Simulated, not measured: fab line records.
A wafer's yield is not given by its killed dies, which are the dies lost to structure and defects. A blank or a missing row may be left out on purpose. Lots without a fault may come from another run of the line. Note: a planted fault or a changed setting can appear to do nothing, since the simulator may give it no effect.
fab line records | flow n5_finfet
record: lots: 4 wafers: 12 last_day: 18
route steps=1938 shown BEOL_M4@1099 BEOL_M5@1112 BEOL_M7@1323 PASSIVATION@1936
lots that met no fault: taken from a fault-free run of the same line
start_h: hours from the record's first day to the start of the lot's first wafer shown | wait_h: hours since the lot's step before | " repeats the value in the row above | L1.1+2: several wafers, shown together as one row | - value missing, or start not given | * or withheld: withheld | < > ~ a bound
route shown NAME@n: names a module that has steps shown in the file, with the first one's number in the route | usual: average and standard deviation across the fault-free wafers | same: alike in all rows | chamber/n: place in a boat | sites: readings site by site | _std_site: standard deviation of those values | _edge_site: outer sites' mean less inner sites' | radius_mm: for every site, how far away it sits from the centre of the wafer | mask NAME#n: copy n | behind: the tool/chamber that last shaped the wafer | hold: cause of the lot's hold/its duration in hours/its outcome | device: which transistor (n, p or np) failed to switch | end of line: at the end of the route, the tests of the same wafers | a step without rows: its recipe alone | killed: at the first sort, the dies lost to defects and structure; wafer yield is something else | map: a wafer's dies, x killed, . not, _ none there
set.NAME: the setting the step ran with; set.NAME@STEP: the setting that earlier step ran with | model.NAME: the simulator's own value behind a step, which no gauge read
certain route steps with their lots: each step a table, each wafer a row
services: a tool's chamber out of use, with start hour (start_h, from the record's first day; less than 0 if before it), hours out, and reason
== steps ==
step: N5_BEOL_M4_ANNEAL_95
recipe: temp_c: 400 time_s: 240 ambient: vacuum
step: N5_BEOL_M4_SPUTTER_96
recipe: material: Cu target_thk_a: 45 temp_c: -20 chamber_pressure_pa: 0.07 power_w: withheld time_s: 8.29
step: N5_BEOL_M4_ECD_50
recipe: material: Cu target_thk_a: 3000
step: N5_BEOL_M4_ANNEAL_51
recipe: temp_c: 225 time_s: 90 ambient: N2
step: N5_BEOL_M4_CMP_52
recipe: stop_on: SiOC t_overpolish_s: 6.8 down_force_psi: 1 platen_rpm: 50 clearing_platen_down_force_psi: 1.5 clearing_platen_rpm: 50 post_cmp_clean: cu_alkaline target_thk_nm: 40 clearing_platen_pad_velocity_m_s: 0.99484 pad_velocity_m_s: 0.99484
step: N5_BEOL_M4_PRE_CLEAN_60
recipe: gas: NH3/H2 time_s: 15 temp_c: * rf_power_w: 300
step: N5_BEOL_M4_CO_CAP_55
recipe: material: Co target_thk_a: 20 temp_c: 200 precursor: CCTBA/H2 pressure_torr: 30 time_s: 102.1
step: N5_BEOL_M4_PRE_CLEAN_56
recipe: gas: NH3 time_s: 15 temp_c: withheld rf_power_w: 300
step: N5_BEOL_M4_DEP_57
recipe: material: SiCN target_thk_a: 80 temp_c: withheld precursor: 3MS/NH3 pressure_torr: 3 rf_w: 202 time_s: 14
step: N5_BEOL_M4_RC_MEAS_101
usual: DIBL_N: 36.5/1.4 DIBL_P: 36.5/1.6 IOFF_N: 0.163/0.022 IOFF_P: 0.219/0.029 ION_N: 675/8.3 ION_P: 464/6.2 SS_N: 71.5/0.52 SS_P: 73.4/0.57 VT_N: 249.7/2.6 VT_P: -250/3
columns lot.wafer tool chamber start_h wait_h DIBL_N[mV/V] DIBL_P[mV/V] IOFF_N[nA/um] IOFF_P[nA/um] ION_N[uA/um] ION_P[uA/um] SS_N[mV/dec] SS_P[mV/dec] VT_N[mV] VT_P[mV]
L701.2 prober-02 0 285.92 0.2 37.7 37.0 0.170 0.215 675 453 71.4 73.0 249.1 -250
L701.5 " 0 " " 37.2 36.8 0.177 0.218 685 464 71.9 73.8 246.9 -251
L701.6 " 0 " " 37.3 36.4 0.182 0.223 681 464 71.8 72.6 246.4 -249
L702.2 prober-02 0 290.83 0.2 37.7 36.4 0.165 0.218 668 456 71.3 74.6 249.7 -251
L702.3 " 0 " " 37.4 36.4 0.161 0.229 673 466 71.7 73.8 249.1 -247
L702.4 " 0 " " 38.7 37.4 0.177 0.240 679 467 71.8 74.0 246.7 -248
L704.4 prober-02 0 310.83 0.5 34.2 35.8 0.136 0.198 681 470 71.7 73.1 250.4 -252
L704.5 " 0 " " 34.4 36.2 0.140 0.202 674 467 71.6 72.8 251.3 -250
L704.6 " 0 " " 33.5 35.1 0.131 0.191 666 466 70.4 72.6 252.4 -252
L705.3 prober-02 0 317.03 0.3 36.0 35.2 0.146 0.213 671 470 72.1 73.3 251.6 -248
L705.5 " 0 " " 36.0 35.6 0.148 0.219 673 463 71.5 73.5 250.7 -249
L705.6 " 0 " " 34.4 32.7 0.123 0.188 675 471 70.1 73.1 250.2 -250
step: N5_BEOL_M5_ILD_DEP_00
recipe: material: SiCOH_lowk target_thk_a: 1406.4 temp_c: 300 precursor: DEMS/porogen pressure_torr: 5 rf_w: 500 time_s: 25.9
step: N5_BEOL_M5_CURE_79
recipe: temp_c: 385 time_s: 240 ambient: He/Ar material: SiCOH_lowk
step: N5_BEOL_M5_PECVD_70
recipe: material: SiO2 target_thk_a: 160 temp_c: 400 precursor: TEOS/O2 pressure_torr: 5.5 rf_w: 450 teos_flow_sccm: 53.8 gas: O2 flow_sccm: 3000 time_s: 18
step: N5_BEOL_M5_HM_DEP_02
recipe: material: TiN target_thk_a: 200 temp_c: 25 chamber_pressure_pa: 0.49996
step: N5_BEOL_M5_COAT_59
recipe: resist: SOC temp_c: 250 time_s: 60 spin_rpm: 1500 resist_thk_nm: 60
step: N5_BEOL_M5_COAT_60
recipe: resist: SiARC temp_c: 220 time_s: 60 spin_rpm: 1500 resist_thk_nm: 12
step: N5_BEOL_M5_COAT_71
recipe: resist: underlayer temp_c: 205 time_s: 60 spin_rpm: 1500 resist_thk_nm: 5
step: N5_BEOL_M5_COAT_05
recipe: resist: CAR-EUV spin_rpm: 1500 resist_thk_nm: 30
step: N5_BEOL_M5_EBR_07
recipe: solvent: PGMEA ebr_width_mm: 1.5
step: N5_BEOL_M5_SOFTBAKE_06
recipe: temp_c: 110 time_s: 60 resist: CAR-EUV
step: N5_BEOL_M5_EXPOSE_08
recipe: mask_id: M5 na: 0.33 source_shape: annular sigma_inner: 0.4 sigma_outer: 0.8 polarization: unpolarized target_cd_nm: 28 dose_mj: 35.75
step: N5_BEOL_M5_PEB_09
recipe: peb_temp_c: 100 peb_time_s: 60 resist: CAR-EUV
step: N5_BEOL_M5_DEVELOP_10
recipe: develop_time_s: 30 developer: TMAH resist: CAR-EUV rinse_liquid: surfactant_rinse dry: air_spin dev_temp_c: 23
step: N5_BEOL_M5_DESCUM_16
recipe: chemistry: O2 time_s: 7 source_power_w: 50 bias_power_w: 20 pressure_mtorr: 20 rf_frequency_hz: 2.712e+07 temp_c: 40 resist: CAR-EUV o2_flow_sccm: 225
step: N5_BEOL_M5_ETCH_72
recipe: chemistry: N2/H2 target: underlayer target_depth_a: 65 mask_material: CAR-EUV time_s: 5.2 ion_energy_ev: 200 pressure_mtorr: 30 source_w: 840 bias_w: 150 n2_flow_sccm: 200 h2_flow_sccm: 200 ends: cleared
step: N5_BEOL_M5_ETCH_61
recipe: chemistry: CF4 target: SiARC target_depth_a: 156 mask_material: CAR-EUV time_s: 26 ion_energy_ev: 80 pressure_mtorr: 40 source_w: 545 bias_w: 36 Ar_flow_sccm: 100 cf4_flow_sccm: 100 ends: cleared
step: N5_BEOL_M5_ETCH_62
recipe: chemistry: N2/H2 target: SOC target_depth_a: 750 overetch_a: 150 mask_material: SiARC temp_c: 40 time_s: 112.5 ion_energy_ev: 200 pressure_mtorr: 30 source_w: 840 bias_w: 150 n2_flow_sccm: 200 h2_flow_sccm: 200
step: N5_BEOL_M5_STRIP_63
recipe: chemistry: N2/H2 temp_c: 40 n2_flow_sccm: 200 h2_flow_sccm: 200 rf_frequency_hz: 6e+07
step: N5_BEOL_M5_STRIP_73
recipe: chemistry: N2/H2 temp_c: 40 n2_flow_sccm: 200 h2_flow_sccm: 200 rf_frequency_hz: 6e+07
step: N5_BEOL_M5_STRIP_64
recipe: chemistry: CF4 resist: SiARC power_w: 300 bias_power_w: 75 pressure_mtorr: 50 cf4_flow_sccm: 150 rf_frequency_hz: 6e+07
step: N5_BEOL_M5_HM_OPEN_17
recipe: chemistry: Cl2/BCl3 target_depth_a: 200 overetch_a: 60 target: TiN mask_material: SOC ion_energy_ev: 150 pressure_mtorr: 10 icp_w: 1000 bias_w: 126 Cl2_flow_sccm: 53.25 bcl3_flow_sccm: 21.75 Ar_flow_sccm: 25
step: N5_BEOL_M5_STRIP_19
recipe: chemistry: O2 power_w: 400 temp_c: 40 pressure_mtorr: 30 rf_frequency_hz: 6e+07 bias_power_w: 0 overash_fraction: 0.2 o2_flow_sccm: 225
step: N5_BEOL_M5_COAT_65
recipe: resist: SOC temp_c: 250 time_s: 60 spin_rpm: 1500 resist_thk_nm: 60
step: N5_BEOL_M5_COAT_66
recipe: resist: SiARC temp_c: 220 time_s: 60 spin_rpm: 1500 resist_thk_nm: 12
step: N5_BEOL_M7_SPUTTER_48
recipe: material: Cu target_thk_a: 100 temp_c: -20 bias_v: 60 power_w: 26000 chamber_pressure_pa: 0.13 time_s: 1.667
usual: bias_v: 60.0/0.63 cathode_dc_power_W: 26000/4.7 throttle_valve_pct: 30.4/0.45
columns lot.wafer tool chamber start_h wait_h bias_v cathode_dc_power_W throttle_valve_pct
L701.2 pvd_sputter-03 - 315.95 0.1 - - -
L701.5 " - " " - - -
L701.6 " - " " - - -
L702.2 pvd_sputter-03 - 323.17 0.2 - - -
L702.3 " - " " - - -
L702.4 " - " " - - -
L704.4 pvd_sputter-01 - 337.51 0.1 59.7 25999 31.0
L704.5 " - " " 61.1 26003 30.6
L704.6 " - " " 59.8 25993 30.5
L705.3 pvd_sputter-03 - 345.02 0.1 59.7 26000 29.9
L705.5 " - " " 60.4 25997 29.7
L705.6 " - " " 59.8 25995 30.2
step: N5_BEOL_M7_CMP_52
recipe: stop_on: SiCOH_lowk t_overpolish_s: 6.9 down_force_psi: 1 platen_rpm: 50 clearing_platen_down_force_psi: 1.5 clearing_platen_rpm: 50 post_cmp_clean: cu_alkaline target_thk_nm: 80 clearing_platen_pad_velocity_m_s: 0.99484 pad_velocity_m_s: 0.99484
usual: edge_zone_pressure_frac: 0.999/0.0049 motor_current_A: 5.9/0.69 slurry_filter_dp_kPa: 13.51/0.14 time_to_endpoint_s: 63.3/2.2
columns lot.wafer tool chamber start_h wait_h edge_zone_pressure_frac motor_current_A slurry_filter_dp_kPa time_to_endpoint_s
L701.2 cmp-02 1 316.58 0.3 1.006 5.7 13.40 0.3
L701.5 " 2 " " 1.004 5.5 13.51 3.2
L701.6 " 3 " " 0.999 6.0 13.54 1.3
L702.4 cmp-03 2 323.93 0.2 0.995 7.0 13.52 2.6
L702.2 " 3 " " 1.001 7.4 13.59 1.7
L702.3 " 0 " " 0.994 6.4 13.76 1.2
L704.4 cmp-02 0 338.31 0.2 0.993 5.3 13.56 65.4
L704.6 " 2 " " 0.999 5.6 13.56 66.1
L704.5 " 3 " " 0.995 5.8 13.54 63.8
L705.3 cmp-03 1 345.84 0.2 1.000 5.5 13.44 61.7
L705.5 " 0 " " 1.001 6.3 13.55 66.0
L705.6 " 1 " " 0.991 5.3 13.50 61.6
step: N5_PASSIVATION_PROBE_49
usual: defect_limited_yield: 91.2/1.6 killed_at_M0_to_M3: 33/11 killed_at_M4_up: 15/6.2 killed_at_contacts: 15/7.1 killed_at_front_end: 38/12 killed_at_other: 4/3.5 killed_dies: 104/19 killed_on_rim: 14/4 killed_open: 69/14 killed_short: 34/8.5 sort_bin_5_function: 5.2/0.99 sort_bin_6_memory: 3.3/0.77 sort_n_pass: 1076/19 sort_yield_pct: 91.2/1.6
same: gross_dies: 1180 killed_at_back_side: 0 sort_bin_4_leakage[%]: 0 sort_bin_8_speed[%]: 0
columns lot.wafer tool chamber start_h wait_h defect_limited_yield[%] killed_at_M0_to_M3 killed_at_M4_up killed_at_contacts killed_at_front_end killed_at_other killed_dies killed_on_rim killed_open killed_short sort_bin_5_function[%] sort_bin_6_memory[%] sort_n_pass sort_yield_pct[%]
L701.2 prober-02 - 387.45 0.1 0 27 1092 11 46 4 1180 152 65 35 96.2 3.4 0 0
L701.5 prober-02 - 387.60 0.2 0 45 1071 12 50 2 1180 152 68 50 95.8 3.9 0 0
L701.6 prober-02 - 387.65 0.3 0 32 1084 8 56 0 1180 152 84 26 96.4 3.4 0 0
L702.2 prober-01 - 398.85 0.1 0 35 1079 18 36 12 1180 152 67 49 95.7 3.8 0 0
L702.3 prober-01 - 398.90 0.1 0 35 1084 14 43 4 1180 152 72 31 96.7 3.0 0 0
L702.4 prober-01 - 398.95 0.2 0 25 1095 4 51 5 1180 152 61 34 96.7 3.0 0 0
L704.4 prober-02 - 416.95 0.2 89.7 49 19 13 40 0 121 19 85 35 5.6 4.3 1059 89.7
L704.5 prober-02 - 417.00 0.2 89.6 38 33 17 31 4 123 18 85 38 6.3 4.0 1057 89.6
L704.6 prober-02 - 417.05 0.3 90.2 35 29 14 35 3 116 22 76 39 6.3 3.2 1064 90.2
L705.3 prober-01 - 420.68 0.1 91.0 35 12 21 37 1 106 19 76 30 5.8 2.6 1074 91.0
L705.5 prober-01 - 420.78 0.2 92.3 33 12 12 29 5 91 14 65 24 4.3 3.1 1089 92.3
L705.6 prober-01 - 420.83 0.3 90.3 39 23 17 32 3 114 12 76 37 5.3 3.8 1066 90.3
killed by level:class
L701.2 BEOL_M7:area_ecd=543 BEOL_M7:area_sputter=536 MOL_CONTACT_COAG:geometric_particle:open=9 FIN_SAQP:geometric_particle:short=8 STI_FIN_REVEAL:geometric_particle:open=8 BEOL_M1:geometric_particle:open=7 DUMMY_GATE:geometric_particle:open=6 BEOL_M0_SAQP:geometric_particle:open=6
L701.5 BEOL_M7:area_ecd=534 BEOL_M7:area_sputter=527 BEOL_M0_SAQP:geometric_particle:short=23 STI_FIN_REVEAL:geometric_particle:open=14 DUMMY_GATE:geometric_particle:open=11 MOL_CONTACT_COAG:geometric_particle:open=9 FIN_SAQP:geometric_particle:short=8 BEOL_M2:geometric_particle:open=8
L701.6 BEOL_M7:area_sputter=547 BEOL_M7:area_ecd=520 STI_FIN_REVEAL:geometric_particle:open=25 BEOL_M0_SAQP:geometric_particle:open=9 MOL_CONTACT_COAG:geometric_particle:open=8 BEOL_M0_SAQP:geometric_particle:short=7 FIN_SAQP:geometric_particle:open=6 FIN_SAQP:geometric_particle:short=6
L702.2 BEOL_M7:area_sputter=531 BEOL_M7:area_ecd=531 MOL_CONTACT_COAG:geometric_particle:open=11 FIN_SAQP:geometric_particle:short=9 BEOL_M2:geometric_particle:open=9 MOL_CONTACT_COAG:geometric_particle:short=7 GATE_CUT:geometric_particle:short=6 BEOL_M1:geometric_particle:open=6
L702.3 BEOL_M7:area_ecd=546 BEOL_M7:area_sputter=529 FIN_SAQP:geometric_particle:open=14 MOL_CONTACT_COAG:geometric_particle:open=12 BEOL_M2:geometric_particle:open=9 FIN_SAQP:geometric_particle:short=7 BEOL_M1:geometric_particle:open=7 BEOL_M3:geometric_particle:open=7
L702.4 BEOL_M7:area_sputter=547 BEOL_M7:area_ecd=537 STI_FIN_REVEAL:geometric_particle:open=10 FIN_SAQP:geometric_particle:short=9 BEOL_M4:geometric_particle:open=7 GATE_CUT:geometric_particle:open=6 BEOL_M1:geometric_particle:open=6 FIN_SAQP:geometric_particle:open=5
L704.4 FIN_SAQP:geometric_particle:open=19 BEOL_M0_SAQP:geometric_particle:short=15 BEOL_M0_SAQP:geometric_particle:open=11 BEOL_M2:geometric_particle:open=11 BEOL_M4:geometric_particle:open=10 MOL_CONTACT_COAG:geometric_particle:open=8 BEOL_M1:geometric_particle:open=6 FIN_SAQP:geometric_particle:short=5
L704.5 BEOL_M4:geometric_particle:open=20 MOL_CONTACT_COAG:geometric_particle:open=12 BEOL_M2:geometric_particle:open=12 BEOL_M0_SAQP:geometric_particle:short=11 STI_FIN_REVEAL:geometric_particle:open=10 BEOL_M0_SAQP:geometric_particle:open=6 DUMMY_GATE:geometric_particle:open=5 MOL_CONTACT_COAG:geometric_particle:short=5
L704.6 BEOL_M4:geometric_particle:open=18 STI_FIN_REVEAL:geometric_particle:open=12 BEOL_M0_SAQP:geometric_particle:open=12 MOL_CONTACT_COAG:geometric_particle:open=8 BEOL_M0_SAQP:geometric_particle:short=8 BEOL_M1:geometric_particle:open=8 MOL_CONTACT_COAG:geometric_particle:short=6 BEOL_M4:geometric_particle:short=5
L705.3 MOL_CONTACT_COAG:geometric_particle:open=16 BEOL_M2:geometric_particle:open=16 DUMMY_GATE:geometric_particle:open=8 STI_FIN_REVEAL:geometric_particle:open=6 FIN_SAQP:geometric_particle:short=5 MOL_CONTACT_COAG:geometric_particle:short=5 BEOL_M3:geometric_particle:open=5 FIN_SAQP:geometric_particle:open=4
L705.5 MOL_CONTACT_COAG:geometric_particle:open=10 BEOL_M2:geometric_particle:open=10 BEOL_M0_SAQP:geometric_particle:open=10 FIN_SAQP:geometric_particle:open=6 STI_FIN_REVEAL:geometric_particle:open=4 GATE_CUT:geometric_particle:short=4 BEOL_M3:geometric_particle:open=4 BEOL_M7:geometric_particle:open=4
L705.6 MOL_CONTACT_COAG:geometric_particle:open=15 BEOL_M4:geometric_particle:open=12 BEOL_M2:geometric_particle:open=8 BEOL_M3:geometric_particle:open=7 DUMMY_GATE:geometric_particle:open=6 GATE_CUT:geometric_particle:short=6 BEOL_M0_SAQP:geometric_particle:short=5 BEOL_M1:geometric_particle:open=5
map L701.2 (x killed, . not)
_________________xxxxxxxxxxxx________________
______________xxxxxxxxxxxxxxxxxx_____________
___________xxxxxxxxxxxxxxxxxxxxxxxx__________
__________xxxxxxxxxxxxxxxxxxxxxxxxxx_________
________xxxxxxxxxxxxxxxxxxxxxxxxxxxxxx_______
_______xxxxxxxxxxxxxxxxxxxxxxxxxxxxxxxx______
______xxxxxxxxxxxxxxxxxxxxxxxxxxxxxxxxxx_____
_____xxxxxxxxxxxxxxxxxxxxxxxxxxxxxxxxxxxx____
____xxxxxxxxxxxxxxxxxxxxxxxxxxxxxxxxxxxxxx___
___xxxxxxxxxxxxxxxxxxxxxxxxxxxxxxxxxxxxxxxx__
___xxxxxxxxxxxxxxxxxxxxxxxxxxxxxxxxxxxxxxxx__
__xxxxxxxxxxxxxxxxxxxxxxxxxxxxxxxxxxxxxxxxxx_
__xxxxxxxxxxxxxxxxxxxxxxxxxxxxxxxxxxxxxxxxxx_
_xxxxxxxxxxxxxxxxxxxxxxxxxxxxxxxxxxxxxxxxxxxx
_xxxxxxxxxxxxxxxxxxxxxxxxxxxxxxxxxxxxxxxxxxxx
_xxxxxxxxxxxxxxxxxxxxxxxxxxxxxxxxxxxxxxxxxxxx
_xxxxxxxxxxxxxxxxxxxxxxxxxxxxxxxxxxxxxxxxxxxx
_xxxxxxxxxxxxxxxxxxxxxxxxxxxxxxxxxxxxxxxxxxxx
_xxxxxxxxxxxxxxxxxxxxxxxxxxxxxxxxxxxxxxxxxxxx
_xxxxxxxxxxxxxxxxxxxxxxxxxxxxxxxxxxxxxxxxxxxx
_xxxxxxxxxxxxxxxxxxxxxxxxxxxxxxxxxxxxxxxxxxxx
__xxxxxxxxxxxxxxxxxxxxxxxxxxxxxxxxxxxxxxxxxx_
__xxxxxxxxxxxxxxxxxxxxxxxxxxxxxxxxxxxxxxxxxx_
___xxxxxxxxxxxxxxxxxxxxxxxxxxxxxxxxxxxxxxxx__
___xxxxxxxxxxxxxxxxxxxxxxxxxxxxxxxxxxxxxxxx__
____xxxxxxxxxxxxxxxxxxxxxxxxxxxxxxxxxxxxxx___
_____xxxxxxxxxxxxxxxxxxxxxxxxxxxxxxxxxxxx____
______xxxxxxxxxxxxxxxxxxxxxxxxxxxxxxxxxx_____
_______xxxxxxxxxxxxxxxxxxxxxxxxxxxxxxxx______
________xxxxxxxxxxxxxxxxxxxxxxxxxxxxxx_______
__________xxxxxxxxxxxxxxxxxxxxxxxxxx_________
___________xxxxxxxxxxxxxxxxxxxxxxxx__________
______________xxxxxxxxxxxxxxxxxx_____________
_________________xxxxxxxxxxxx________________
map L702.2 (x killed, . not)
_________________xxxxxxxxxxxx________________
______________xxxxxxxxxxxxxxxxxx_____________
___________xxxxxxxxxxxxxxxxxxxxxxxx__________
__________xxxxxxxxxxxxxxxxxxxxxxxxxx_________
________xxxxxxxxxxxxxxxxxxxxxxxxxxxxxx_______
_______xxxxxxxxxxxxxxxxxxxxxxxxxxxxxxxx______
______xxxxxxxxxxxxxxxxxxxxxxxxxxxxxxxxxx_____
_____xxxxxxxxxxxxxxxxxxxxxxxxxxxxxxxxxxxx____
____xxxxxxxxxxxxxxxxxxxxxxxxxxxxxxxxxxxxxx___
___xxxxxxxxxxxxxxxxxxxxxxxxxxxxxxxxxxxxxxxx__
___xxxxxxxxxxxxxxxxxxxxxxxxxxxxxxxxxxxxxxxx__
__xxxxxxxxxxxxxxxxxxxxxxxxxxxxxxxxxxxxxxxxxx_
__xxxxxxxxxxxxxxxxxxxxxxxxxxxxxxxxxxxxxxxxxx_
_xxxxxxxxxxxxxxxxxxxxxxxxxxxxxxxxxxxxxxxxxxxx
_xxxxxxxxxxxxxxxxxxxxxxxxxxxxxxxxxxxxxxxxxxxx
_xxxxxxxxxxxxxxxxxxxxxxxxxxxxxxxxxxxxxxxxxxxx
_xxxxxxxxxxxxxxxxxxxxxxxxxxxxxxxxxxxxxxxxxxxx
_xxxxxxxxxxxxxxxxxxxxxxxxxxxxxxxxxxxxxxxxxxxx
_xxxxxxxxxxxxxxxxxxxxxxxxxxxxxxxxxxxxxxxxxxxx
_xxxxxxxxxxxxxxxxxxxxxxxxxxxxxxxxxxxxxxxxxxxx
_xxxxxxxxxxxxxxxxxxxxxxxxxxxxxxxxxxxxxxxxxxxx
__xxxxxxxxxxxxxxxxxxxxxxxxxxxxxxxxxxxxxxxxxx_
__xxxxxxxxxxxxxxxxxxxxxxxxxxxxxxxxxxxxxxxxxx_
___xxxxxxxxxxxxxxxxxxxxxxxxxxxxxxxxxxxxxxxx__
___xxxxxxxxxxxxxxxxxxxxxxxxxxxxxxxxxxxxxxxx__
____xxxxxxxxxxxxxxxxxxxxxxxxxxxxxxxxxxxxxx___
_____xxxxxxxxxxxxxxxxxxxxxxxxxxxxxxxxxxxx____
______xxxxxxxxxxxxxxxxxxxxxxxxxxxxxxxxxx_____
_______xxxxxxxxxxxxxxxxxxxxxxxxxxxxxxxx______
________xxxxxxxxxxxxxxxxxxxxxxxxxxxxxx_______
__________xxxxxxxxxxxxxxxxxxxxxxxxxx_________
___________xxxxxxxxxxxxxxxxxxxxxxxx__________
______________xxxxxxxxxxxxxxxxxx_____________
_________________xxxxxxxxxxxx________________
== services ==
columns tool chamber start_h hours kind
cmp-02 - 304.96 3.9 repair
pvd_sputter-03 - 316.18 2.9 repair
== key ==
first_sign: step: N5_BEOL_M7_SPUTTER_48 reading: tool_record direction: missing
effect: step: N5_BEOL_M7_CMP_52 reading: time_to_endpoint_s direction: down sigmas: 28 usual: * struck: *
effect: step: N5_PASSIVATION_PROBE_49 reading: killed_at_M4_up direction: up sigmas: 99+ usual: 15 struck: 1084
more_kills_born_at: N5_BEOL_M7_SPUTTER_48@pvd_sputter-03: 3217 N5_BEOL_M7_ECD_50@ecd_cu-02: 3211
met_at N5_BEOL_M7_SPUTTER_48
struck_wafers L701.2,L701.5,L701.6,L702.2,L702.3,L702.4
later_rows_left_out L701.2,L701.5,L701.6,L702.2,L702.3,L702.4
fault: kind: skipped_step_whole tool: pvd_sputter-03 chamber: - onset_h: 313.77 steps: N5_BEOL_M7_SPUTTER_48 scope: struck_lots_only
later_rows_left_out: the simulator's readings of these wafers behind a module that went badly wrong aren't trusted and aren't shown, but for the sort
